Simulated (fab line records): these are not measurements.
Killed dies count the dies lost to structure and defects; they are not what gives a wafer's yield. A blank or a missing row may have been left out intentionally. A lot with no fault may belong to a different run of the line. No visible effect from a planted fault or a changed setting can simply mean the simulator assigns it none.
Split-lot study	flow n5_finfet	21 wafers read across 7 lots, on a route 1938 steps long

SPLIT DETAILS
At N5_MOL_CONTACT_COAG_COAT_64 (time 60 s, resist thk 10 nm), the setting spin_rpm was moved away from the recipe's 1500 rpm on 7 of the 21 wafers read, by +3.5% to +10.3%. For the rest of the wafers, this setting stayed at what the recipe calls for.

FROM THE SPLIT TO THE READING: what the file shows between them, 3 steps
- N5_MOL_CONTACT_COAG_COAT_34: resist thk 40 nm
- N5_MOL_CONTACT_COAG_EBR_36
- N5_MOL_CONTACT_COAG_DESCUM_45: chemistry O2, time 7 s

THE READING
etch.depth_nm (the simulator's own value, which no gauge read), in nm, at N5_MOL_CONTACT_COAG_ETCH_65 (etches underlayer in N2/H2, target depth 13 nm, time 10.4 s). The file gives no usual value for it. The 14 wafers here that ran the recipe average 10.034 nm, standard deviation 0.023 nm.

wafer	tool, chamber at the split	spin_rpm as run, rpm	against the recipe	etch.depth_nm, nm	against lot-mates on the recipe
L074.2	litho_track-04, 0	1552	+3.5%	9.837	-0.173
L074.5	litho_track-04, 0	1500	recipe	10.01	-
L074.6	litho_track-04, 0	1552	+3.5%	9.859	-0.151
L076.2	litho_track-01, 0	1620	+8.0%	9.579	-0.411
L076.3	litho_track-01, 0	1500	recipe	9.99	-
L076.5	litho_track-01, 0	1620	+8.0%	9.635	-0.355
L082.1	litho_track-01, 0	1500	recipe	10.04	-
L082.3	litho_track-01, 0	1500	recipe	10.04	-
L082.6	litho_track-01, 0	1500	recipe	10.05	-
L083.1	litho_track-04, 0	1500	recipe	10.07	-
L083.2	litho_track-04, 0	1500	recipe	10.06	-
L083.6	litho_track-04, 0	1500	recipe	10.03	-
L084.1	litho_track-04, 0	1500	recipe	10.07	-
L084.5	litho_track-04, 0	1654	+10.3%	9.577	-0.493
L084.6	litho_track-04, 0	1654	+10.3%	9.564	-0.506
L085.2	litho_track-01, 0	1500	recipe	10.02	-
L085.3	litho_track-01, 0	1500	recipe	10.01	-
L085.6	litho_track-01, 0	1614	+7.6%	9.673	-0.342
L086.1	litho_track-04, 0	1500	recipe	10.02	-
L086.2	litho_track-04, 0	1500	recipe	10.02	-
L086.3	litho_track-04, 0	1500	recipe	10.04	-

FIT RESULTS
A straight line over all 21 wafers: etch.depth_nm changes by -0.0481 nm for each +1% of spin_rpm; r = -0.99; the points scatter about the line by 0.028 nm.
The same after taking each lot's own level away (the mean of its wafers on the recipe; 21 wafers): -0.0479 nm for each +1%; r = -1.00; scatter 0.014 nm.
The reading moves by 0.49 nm for the largest change in spin_rpm, on that fit.
The span of the lots' own levels, 9.9900 to 10.0700 nm, comes to 3.5 times the standard deviation stated above.
Hence the lot-to-lot level has little effect on the slope; both slopes agree.
Check: for one of the wafers moved furthest among these (+10.3%), held out of the fit, the line's prediction against its lot-mates is -0.49 nm. It came out at -0.493 nm against them.

FURTHER SPLITS ON THESE WAFERS
Note: prior to the reading, these wafers also went through further splits. Each is held against what the fit with the lots' levels taken away leaves over:
other split on the same wafers	wafers away from the commonest value	r with etch.depth_nm (lot level and that fit taken away)
N5_SD_EPI_N_DEVELOP_08 develop_time_s	9	+0.09
N5_SDB_ALD_29 ald_cycles	7	+0.07
N5_HKMG_FIN_PEB_10 peb_time_s	4	-0.07
N5_HKMG_FIN_ETCH_35 source_w	7	+0.00

THE WHOLE CHAIN: every reading that the file lists as answering this split, in the file's order
step	what it does	reading	change (the file's fit)	r (the file's)
N5_MOL_CONTACT_COAG_COAT_64	time 60 s, resist thk 10 nm	underlayer_of_MOL_CONTACT_COAG_COAT_64.thk_nm (the simulator's own value, which no gauge read)	-0.0462 nm for each +1% of the setting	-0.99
N5_MOL_CONTACT_COAG_ETCH_65	etches underlayer in N2/H2, target depth 13 nm, time 10.4 s	CAR-EUV_of_MOL_CONTACT_COAG_COAT_34.thk_nm (the simulator's own value, which no gauge read)	+0.0568 nm for each +1% of the setting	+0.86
N5_MOL_CONTACT_COAG_ETCH_65	etches underlayer in N2/H2, target depth 13 nm, time 10.4 s	etch.depth_nm (the simulator's own value, which no gauge read)	-0.0475 nm for each +1% of the setting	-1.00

FILE'S OWN FIT
etch.depth_nm changes by -0.0475 nm for each +1% of spin_rpm, r = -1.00.
